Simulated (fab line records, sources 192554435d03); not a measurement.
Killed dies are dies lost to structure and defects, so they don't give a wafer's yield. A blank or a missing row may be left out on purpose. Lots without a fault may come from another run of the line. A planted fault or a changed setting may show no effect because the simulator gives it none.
Which tool did it? | flow n5_finfet | 24 lots, 72 wafers sampled, at 6 steps of a route of 1938

WHAT THE GAUGES READ, wafer by wafer
The record holds no reading of a measuring or inspecting step that can be judged against a usual standard deviation.

WHICH TOOL RAN EACH LOT (tool, then ch and the chambers of the sampled wafers, then the start)
lot  | N5_BEOL_M0_STRIP_142               | N5_BEOL_M0_ALD_136                  | N5_BEOL_M0_ANNEAL_119            | N5_BEOL_M1_DESCUM_16               | N5_BEOL_M1_SPUTTER_86        | N5_BEOL_M1_ANNEAL_95
L074 | rie_diel-02 ch 0,1,3, day 6 00:45  | ald_metal-04 ch 1,2,3, day 6 02:59  | rtp_anneal-01 ch 0, day 6 04:08  | rie_diel-03 ch 0,1,3, day 6 06:54  | pvd_sputter-02, day 6 12:16  | pvd_sputter-02, day 6 13:14
L075 | rie_diel-02 ch 2,3, day 6 04:49    | ald_metal-02 ch 1,2, day 6 06:45    | rtp_anneal-01 ch 0, day 6 07:55  | rie_diel-06 ch 0,2,3, day 6 09:49  | pvd_sputter-03, day 6 18:20  | pvd_sputter-03, day 6 19:18
L077 | rie_diel-02 ch 0,1,3, day 6 15:10  | ald_metal-02 ch 1,3, day 6 16:13    | rtp_anneal-01 ch 0, day 6 17:37  | rie_diel-05 ch 0,1, day 6 19:48    | pvd_sputter-01, day 6 23:45  | pvd_sputter-01, day 7 00:43
L076 | rie_diel-01 ch 0,2,3, day 6 15:15  | ald_metal-01 ch 0,1,2, day 6 16:14  | rtp_anneal-02 ch 0, day 6 17:50  | rie_diel-05 ch 0,1, day 6 20:17    | pvd_sputter-02, day 6 23:54  | pvd_sputter-02, day 7 00:52
L078 | rie_diel-04 ch 1,2, day 6 21:57    | ald_metal-01 ch 2,3, day 6 22:37    | rtp_anneal-01 ch 0, day 7 01:23  | rie_diel-03 ch 1,3, day 7 04:37    | pvd_sputter-02, day 7 10:04  | pvd_sputter-02, day 7 11:02
L079 | rie_diel-04 ch 0,2,3, day 7 01:13  | ald_metal-02 ch 1,2,3, day 7 01:44  | rtp_anneal-02 ch 0, day 7 02:42  | rie_diel-06 ch 0,2,3, day 7 04:52  | pvd_sputter-03, day 7 14:44  | pvd_sputter-03, day 7 15:42
L080 | rie_diel-04 ch 0,1,3, day 7 03:43  | ald_metal-04 ch 0,1,2, day 7 04:32  | rtp_anneal-02 ch 0, day 7 07:25  | rie_diel-03 ch 0,1,3, day 7 09:41  | pvd_sputter-02, day 7 17:59  | pvd_sputter-02, day 7 18:57
L081 | rie_diel-04 ch 1,2,3, day 7 13:20  | ald_metal-02 ch 0,3, day 7 13:49    | rtp_anneal-01 ch 0, day 7 16:29  | rie_diel-06 ch 0,1, day 7 20:00    | pvd_sputter-02, day 8 04:24  | pvd_sputter-02, day 8 05:22
L082 | rie_diel-02 ch 0,1, day 7 22:42    | ald_metal-02 ch 0,1,3, day 7 23:25  | rtp_anneal-01 ch 0, day 8 00:46  | rie_diel-03 ch 1,2,3, day 8 03:37  | pvd_sputter-03, day 8 09:14  | pvd_sputter-03, day 8 10:11
L083 | rie_diel-04 ch 0,2, day 8 06:13    | ald_metal-01 ch 0,1, day 8 07:29    | rtp_anneal-02 ch 0, day 8 08:58  | rie_diel-05 ch 1,2,3, day 8 11:45  | pvd_sputter-01, day 8 18:28  | pvd_sputter-01, day 8 19:25
L084 | rie_diel-04 ch 0,1,3, day 8 07:37  | ald_metal-04 ch 1,2,3, day 8 08:36  | rtp_anneal-01 ch 0, day 8 11:13  | rie_diel-03 ch 0,1,3, day 8 16:16  | pvd_sputter-01, day 8 23:48  | pvd_sputter-01, day 9 00:46
L086 | rie_diel-04 ch 0,2,3, day 8 15:52  | ald_metal-01 ch 0,2,3, day 8 16:49  | rtp_anneal-01 ch 0, day 8 18:25  | rie_diel-06 ch 0,1,3, day 8 20:50  | pvd_sputter-02, day 9 01:22  | pvd_sputter-02, day 9 02:20
L085 | rie_diel-02 ch 0,2,3, day 8 23:43  | ald_metal-01 ch 0,1,2, day 9 02:34  | rtp_anneal-02 ch 0, day 9 04:15  | rie_diel-03 ch 0,1,3, day 9 07:13  | pvd_sputter-01, day 9 13:25  | pvd_sputter-01, day 9 14:22
L087 | rie_diel-02 ch 1,2,3, day 9 06:03  | ald_metal-04 ch 0,1,3, day 9 07:03  | rtp_anneal-02 ch 0, day 9 08:22  | rie_diel-03 ch 0,1,3, day 9 12:52  | pvd_sputter-03, day 9 17:16  | pvd_sputter-03, day 9 18:14
L088 | rie_diel-04 ch 0,2,3, day 9 06:56  | ald_metal-02 ch 0,1,3, day 9 07:52  | rtp_anneal-01 ch 0, day 9 09:19  | rie_diel-05 ch 0,3, day 9 12:56    | pvd_sputter-03, day 9 19:07  | pvd_sputter-03, day 9 20:04
L089 | rie_diel-02 ch 0,1,2, day 9 15:32  | ald_metal-01 ch 0,2, day 9 16:33    | rtp_anneal-01 ch 0, day 9 18:23  | rie_diel-03 ch 0,1,3, day 9 21:00  | pvd_sputter-02, day 10 00:29 | pvd_sputter-02, day 10 01:27
L090 | rie_diel-04 ch 1,2, day 10 01:50   | ald_metal-02 ch 0,2,3, day 10 02:57 | rtp_anneal-02 ch 0, day 10 04:53 | rie_diel-05 ch 0,1,3, day 10 08:10 | pvd_sputter-01, day 10 14:50 | pvd_sputter-01, day 10 15:48
L092 | rie_diel-04 ch 0,1,3, day 10 07:03 | ald_metal-01 ch 0,1,2, day 10 07:46 | rtp_anneal-01 ch 0, day 10 08:44 | rie_diel-05 ch 0,1,3, day 10 10:53 | pvd_sputter-03, day 10 20:52 | pvd_sputter-03, day 10 21:50
L091 | rie_diel-01 ch 1,3, day 10 07:23   | ald_metal-04 ch 1,3, day 10 07:53   | rtp_anneal-02 ch 0, day 10 09:13 | rie_diel-06 ch 0,2,3, day 10 11:09 | pvd_sputter-02, day 10 21:49 | pvd_sputter-02, day 10 22:46
L093 | rie_diel-01 ch 0,1,3, day 10 17:01 | ald_metal-04 ch 0,1,3, day 10 18:06 | rtp_anneal-02 ch 0, day 10 19:33 | rie_diel-06 ch 1,2,3, day 10 22:52 | pvd_sputter-03, day 11 03:32 | pvd_sputter-03, day 11 04:29
L094 | rie_diel-01 ch 0,1, day 10 19:32   | ald_metal-02 ch 0,1, day 10 20:17   | rtp_anneal-02 ch 0, day 10 21:24 | rie_diel-03 ch 0,1,3, day 10 23:19 | pvd_sputter-01, day 11 03:49 | pvd_sputter-01, day 11 04:47
L095 | rie_diel-01 ch 0,1, day 11 01:52   | ald_metal-04 ch 1,3, day 11 02:52   | rtp_anneal-02 ch 0, day 11 04:31 | rie_diel-05 ch 1,2, day 11 10:47   | pvd_sputter-03, day 11 23:31 | pvd_sputter-03, day 12 00:29
L096 | rie_diel-04 ch 0,2,3, day 11 13:34 | ald_metal-02 ch 0,1,3, day 11 14:30 | rtp_anneal-01 ch 0, day 11 16:44 | rie_diel-06 ch 1,2,3, day 11 19:05 | pvd_sputter-01, day 12 02:22 | pvd_sputter-01, day 12 03:20
L097 | rie_diel-02 ch 1,2,3, day 11 19:14 | ald_metal-01 ch 0,2,3, day 11 20:41 | rtp_anneal-02 ch 0, day 11 22:04 | rie_diel-03 ch 0,1, day 12 01:26   | pvd_sputter-01, day 12 05:39 | pvd_sputter-01, day 12 06:37
- N5_BEOL_M0_STRIP_142: strips in N2/H2, time 10 s.
- N5_BEOL_M0_ALD_136: deposits TaN, pulse time 2 s, purge time 3 s, co reactant purge time 2 s.
- N5_BEOL_M0_ANNEAL_119: time 90 s.
- N5_BEOL_M1_DESCUM_16: chemistry O2, time 7 s.
- N5_BEOL_M1_SPUTTER_86: material Cu, target thk 4.5 nm, time 8.29 s.
- N5_BEOL_M1_ANNEAL_95: time 240 s.

WHAT THE TOOLS THEMSELVES READ (means of the sampled wafers that have a number; where no wafer has one, the mark that the record gives instead)
N5_BEOL_M0_STRIP_142. Usual: drypump_motor_current_A 5.9 A, standard deviation 0.43; n2_flow_sccm 200.1 sccm, standard deviation 0.7; oes_product_au 0.79 a.u., standard deviation 0.092; rf_vpp_V 59.1 V, standard deviation 0.87; showerhead_plenum_p_Torr 2.55 Torr, standard deviation 0.061; throttle_valve_pct 23.7 %, standard deviation 0.36.
lot  | tool        | drypump_motor_current_A (A) | n2_flow_sccm (sccm) | oes_product_au (a.u.) | rf_vpp_V (V) | showerhead_plenum_p_Torr (Torr) | throttle_valve_pct (%) | flag
L074 | rie_diel-02 | 5.9                         | 200.3               | 0.81                  | 58.6         | 2.59                            | 23.7                   |
L075 | rie_diel-02 | 5.9                         | 200.8               | 0.79                  | 59.4         | 2.58                            | 23.3                   |
L077 | rie_diel-02 | 6.0                         | 199.6               | 0.80                  | 59.4         | 2.59                            | 23.7                   |
L076 | rie_diel-01 | 6.0                         | 200.5               | 0.74                  | 58.4         | 2.52                            | 23.8                   |
L078 | rie_diel-04 | 6.2                         | 199.4               | 0.79                  | 59.3         | 2.52                            | 23.7                   |
L079 | rie_diel-04 | 5.5                         | 200.3               | 0.79                  | 58.8         | 2.58                            | 23.8                   |
L080 | rie_diel-04 | 5.9                         | 199.7               | 0.83                  | 57.7         | 2.53                            | 23.6                   |
L081 | rie_diel-04 | 5.7                         | 199.5               | 0.74                  | 58.7         | 2.53                            | 23.9                   |
L082 | rie_diel-02 | 6.2                         | 200.1               | 0.85                  | 60.3         | 2.57                            | 23.7                   |
L083 | rie_diel-04 | 5.6                         | 200.4               | 0.76                  | 59.1         | 2.61                            | 23.7                   |
L084 | rie_diel-04 | 5.9                         | 200.1               | 0.82                  | 59.3         | 2.53                            | 23.7                   |
L086 | rie_diel-04 | 5.5                         | 200.3               | 0.76                  | 59.0         | 2.57                            | 23.8                   |
L085 | rie_diel-02 | 5.8                         | 199.9               | 0.76                  | 59.3         | 2.57                            | 23.6                   |
L087 | rie_diel-02 | 6.0                         | 200.6               | 0.78                  | 59.8         | 2.58                            | 23.5                   |
L088 | rie_diel-04 | 5.5                         | 199.8               | 0.76                  | 59.9         | 2.57                            | 23.8                   |
L089 | rie_diel-02 | 6.1                         | 200.7               | 0.80                  | 59.1         | 2.56                            | 23.7                   |
L090 | rie_diel-04 | 5.8                         | 200.5               | 0.71                  | 58.4         | 2.56                            | 23.9                   |
L092 | rie_diel-04 | 5.9                         | 200.6               | 0.80                  | 58.9         | 2.52                            | 23.7                   |
L091 | rie_diel-01 | 5.7                         | 199.5               | 0.83                  | 59.4         | 2.57                            | 24.1                   |
L093 | rie_diel-01 | 5.8                         | 200.3               | 0.80                  | 58.2         | 2.52                            | 24.0                   |
L094 | rie_diel-01 | 5.9                         | 200.5               | 0.77                  | 58.5         | 2.46                            | 23.9                   |
L095 | rie_diel-01 | 5.9                         | 200.6               | 0.76                  | 58.3         | 2.46                            | 23.9                   |
L096 | rie_diel-04 | 5.5                         | 199.6               | 0.94                  | 59.4         | 2.57                            | 23.7                   |
L097 | rie_diel-02 | 6.0                         | 200.1               | 0.76                  | 59.5         | 2.57                            | 23.5                   |

N5_BEOL_M0_ALD_136. Usual: heater_power_w 413 W, standard deviation 37; precursor_vessel_carrier_sccm 1000.5 sccm, standard deviation 2.8.
lot  | tool         | heater_power_w (W) | precursor_vessel_carrier_sccm (sccm) | flag
L074 | ald_metal-04 | 423                | 1001.6                               |
L075 | ald_metal-02 | 410                | 1002.0                               |
L077 | ald_metal-02 | 390                | 999.1                                |
L076 | ald_metal-01 | 435                | 1000.4                               |
L078 | ald_metal-01 | 386                | 998.1                                |
L079 | ald_metal-02 | 390                | 999.3                                |
L080 | ald_metal-04 | 447                | 999.2                                |
L081 | ald_metal-02 | 372                | 1000.5                               |
L082 | ald_metal-02 | 398                | 998.6                                |
L083 | ald_metal-01 | 451                | 1001.0                               |
L084 | ald_metal-04 | 424                | 1002.8                               |
L086 | ald_metal-01 | 397                | 1002.7                               |
L085 | ald_metal-01 | 437                | 997.1                                |
L087 | ald_metal-04 | 411                | 1000.9                               |
L088 | ald_metal-02 | 398                | 1003.5                               |
L089 | ald_metal-01 | 424                | 1000.2                               |
L090 | ald_metal-02 | 386                | 1003.9                               |
L092 | ald_metal-01 | 434                | 1000.7                               |
L091 | ald_metal-04 | 413                | 999.9                                |
L093 | ald_metal-04 | 414                | 999.1                                |
L094 | ald_metal-02 | 403                | 1000.8                               |
L095 | ald_metal-04 | 393                | 998.4                                |
L096 | ald_metal-02 | 394                | 1000.7                               |
L097 | ald_metal-01 | 402                | 999.2                                |

N5_BEOL_M0_ANNEAL_119. Usual: anneal_temp_c_max 225.9, standard deviation 0.34; wafer_temp_C_max 226.2, standard deviation 0.54.
lot  | tool          | anneal_temp_c_max | wafer_temp_C_max | flag
L074 | rtp_anneal-01 | 226.1             | 226.6            |
L075 | rtp_anneal-01 | 226.3             | 226.3            |
L077 | rtp_anneal-01 | 225.8             | 226.6            |
L076 | rtp_anneal-02 | 225.3             | 225.6            |
L078 | rtp_anneal-01 | 226.4             | 226.6            |
L079 | rtp_anneal-02 | 225.7             | 225.6            |
L080 | rtp_anneal-02 | 225.8             | 225.7            |
L081 | rtp_anneal-01 | 225.7             | 226.9            |
L082 | rtp_anneal-01 | 225.9             | 226.9            |
L083 | rtp_anneal-02 | 225.7             | 226.0            |
L084 | rtp_anneal-01 | 225.9             | 226.6            |
L086 | rtp_anneal-01 | 226.2             | 226.7            |
L085 | rtp_anneal-02 | 225.6             | 225.9            |
L087 | rtp_anneal-02 | 225.7             | 225.7            |
L088 | rtp_anneal-01 | 226.3             | 226.9            |
L089 | rtp_anneal-01 | 226.2             | 226.5            |
L090 | rtp_anneal-02 | 225.5             | 225.8            |
L092 | rtp_anneal-01 | 226.0             | 226.7            |
L091 | rtp_anneal-02 | 225.5             | 225.6            |
L093 | rtp_anneal-02 | 225.4             | 225.6            |
L094 | rtp_anneal-02 | 225.6             | 225.8            |
L095 | rtp_anneal-02 | 225.9             | 225.5            |
L096 | rtp_anneal-01 | 226.2             | 226.5            |
L097 | rtp_anneal-02 | 225.7             | 225.9            |

N5_BEOL_M1_DESCUM_16. Usual: drypump_motor_current_A 5.7 A, standard deviation 0.3; oes_product_au 0.77 a.u., standard deviation 0.078; rf_fwd_power_W 49.43 W, standard deviation 0.23; rf_vpp_V 243.2 V, standard deviation 1.4; showerhead_plenum_p_Torr 2.09 Torr, standard deviation 0.072; throttle_valve_pct 20.49 %, standard deviation 0.2.
lot  | tool        | drypump_motor_current_A (A) | oes_product_au (a.u.) | rf_fwd_power_W (W) | rf_vpp_V (V) | showerhead_plenum_p_Torr (Torr) | throttle_valve_pct (%) | flag
L074 | rie_diel-03 | 5.6                         | 0.73                  | 49.31              | 242.7        | 2.05                            | 20.49                  |
L075 | rie_diel-06 | 5.7                         | 0.80                  | 49.40              | 243.0        | 2.11                            | 20.58                  |
L077 | rie_diel-05 | 5.7                         | 0.75                  | 49.04              | 242.5        | 2.06                            | 20.21                  |
L076 | rie_diel-05 | 5.7                         | 0.75                  | 49.26              | 242.8        | 2.06                            | 20.21                  |
L078 | rie_diel-03 | 5.5                         | 0.73                  | 49.52              | 243.2        | 2.05                            | 20.49                  |
L079 | rie_diel-06 | 5.7                         | 0.79                  | 49.36              | 244.1        | 2.11                            | 20.59                  |
L080 | rie_diel-03 | 5.6                         | 0.72                  | 49.60              | 242.2        | 2.05                            | 20.51                  |
L081 | rie_diel-06 | 5.9                         | 0.73                  | 49.27              | 244.2        | 2.16                            | 20.65                  |
L082 | rie_diel-03 | 5.7                         | 0.79                  | 49.42              | 243.2        | 2.11                            | 20.48                  |
L083 | rie_diel-05 | 5.8                         | 0.83                  | 49.51              | 243.6        | 2.13                            | 20.23                  |
L084 | rie_diel-03 | 5.6                         | 0.72                  | 49.67              | 242.1        | 2.04                            | 20.52                  |
L086 | rie_diel-06 | 5.8                         | 0.79                  | 49.29              | 243.2        | 2.14                            | 20.68                  |
L085 | rie_diel-03 | 5.6                         | 0.72                  | 49.41              | 241.8        | 2.04                            | 20.52                  |
L087 | rie_diel-03 | 5.6                         | 0.71                  | 49.55              | 242.7        | 2.04                            | 20.54                  |
L088 | rie_diel-05 | 6.0                         | 0.85                  | 49.42              | 244.3        | 2.15                            | 20.56                  |
L089 | rie_diel-03 | 5.6                         | 0.71                  | 49.51              | 243.2        | 2.04                            | 20.54                  |
L090 | rie_diel-05 | 5.9                         | 0.79                  | 49.35              | 242.6        | 2.10                            | 20.42                  |
L092 | rie_diel-05 | 5.9                         | 0.78                  | 49.48              | 243.9        | 2.10                            | 20.42                  |
L091 | rie_diel-06 | 5.7                         | 0.78                  | 49.28              | 244.2        | 2.10                            | 20.64                  |
L093 | rie_diel-06 | 5.7                         | 0.76                  | 49.32              | 243.8        | 2.13                            | 20.62                  |
L094 | rie_diel-03 | 5.6                         | 0.70                  | 49.34              | 242.3        | 2.04                            | 20.54                  |
L095 | rie_diel-05 | 5.6                         | 0.79                  | 49.55              | 243.5        | 2.09                            | 20.17                  |
L096 | rie_diel-06 | 5.7                         | 0.76                  | 49.26              | 243.5        | 2.13                            | 20.62                  |
L097 | rie_diel-03 | 5.9                         | 0.68                  | 49.69              | 242.1        | 2.01                            | 20.63                  |

N5_BEOL_M1_SPUTTER_86. Usual: throttle_valve_pct 29.8 %, standard deviation 1.
lot  | tool           | throttle_valve_pct (%) | flag
L074 | pvd_sputter-02 | 30.0                   |
L075 | pvd_sputter-03 | 29.9                   |
L077 | pvd_sputter-01 | 29.3                   |
L076 | pvd_sputter-02 | 29.8                   |
L078 | pvd_sputter-02 | 29.9                   |
L079 | pvd_sputter-03 | 29.7                   |
L080 | pvd_sputter-02 | 28.7                   |
L081 | pvd_sputter-02 | 29.5                   |
L082 | pvd_sputter-03 | 29.8                   |
L083 | pvd_sputter-01 | 30.4                   |
L084 | pvd_sputter-01 | 30.3                   |
L086 | pvd_sputter-02 | 29.2                   |
L085 | pvd_sputter-01 | 29.5                   |
L087 | pvd_sputter-03 | 30.2                   |
L088 | pvd_sputter-03 | 30.1                   |
L089 | pvd_sputter-02 | 29.3                   |
L090 | pvd_sputter-01 | 29.6                   |
L092 | pvd_sputter-03 | 29.9                   |
L091 | pvd_sputter-02 | 28.7                   |
L093 | pvd_sputter-03 | 30.0                   |
L094 | pvd_sputter-01 | 30.2                   |
L095 | pvd_sputter-03 | 29.7                   |
L096 | pvd_sputter-01 | 30.3                   |
L097 | pvd_sputter-01 | 29.5                   |

N5_BEOL_M1_ANNEAL_95. Usual: heater_power_w 813 W, standard deviation 76; susceptor_temp_C_max 401.0, standard deviation 0.39.
lot  | tool           | heater_power_w (W) | susceptor_temp_C_max | flag
L074 | pvd_sputter-02 | 821                | 401.3                |
L075 | pvd_sputter-03 | 807                | 401.0                |
L077 | pvd_sputter-01 | 876                | 401.2                |
L076 | pvd_sputter-02 | 858                | 400.7                |
L078 | pvd_sputter-02 | 820                | 401.7                |
L079 | pvd_sputter-03 | 812                | 400.6                |
L080 | pvd_sputter-02 | 774                | 401.2                |
L081 | pvd_sputter-02 | 815                | 400.8                |
L082 | pvd_sputter-03 | 837                | 401.2                |
L083 | pvd_sputter-01 | 855                | 401.1                |
L084 | pvd_sputter-01 | 867                | 401.1                |
L086 | pvd_sputter-02 | 799                | 401.2                |
L085 | pvd_sputter-01 | 880                | 400.7                |
L087 | pvd_sputter-03 | 786                | 400.5                |
L088 | pvd_sputter-03 | 759                | 400.9                |
L089 | pvd_sputter-02 | 841                | 400.9                |
L090 | pvd_sputter-01 | 875                | 400.9                |
L092 | pvd_sputter-03 | 771                | 401.1                |
L091 | pvd_sputter-02 | 800                | 401.2                |
L093 | pvd_sputter-03 | 808                | 401.0                |
L094 | pvd_sputter-01 | 817                | 401.3                |
L095 | pvd_sputter-03 | 775                | 400.9                |
L096 | pvd_sputter-01 | 864                | 401.0                |
L097 | pvd_sputter-01 | 858                | 401.0                |

THE ANSWER, worked out from the rows above alone
Rule: a lot is off if the mean of its wafers that have a number lies more than 3 standard deviations from the usual mean. A lot without any number at a reading at which 4 lots or more have one is off too. The other lots that the step has rows for count as sound. The gauges are gone through in route order, then the tools' own readings, and for those a lot's mean is taken as printed above. The first step at which some lot is off is used, and at that step the reading that is off furthest; a lot without a number counts as furthest.
No lot is off at any reading shown: from this, nothing can be told.

WHAT THE SIMULATOR HAD PUT IN
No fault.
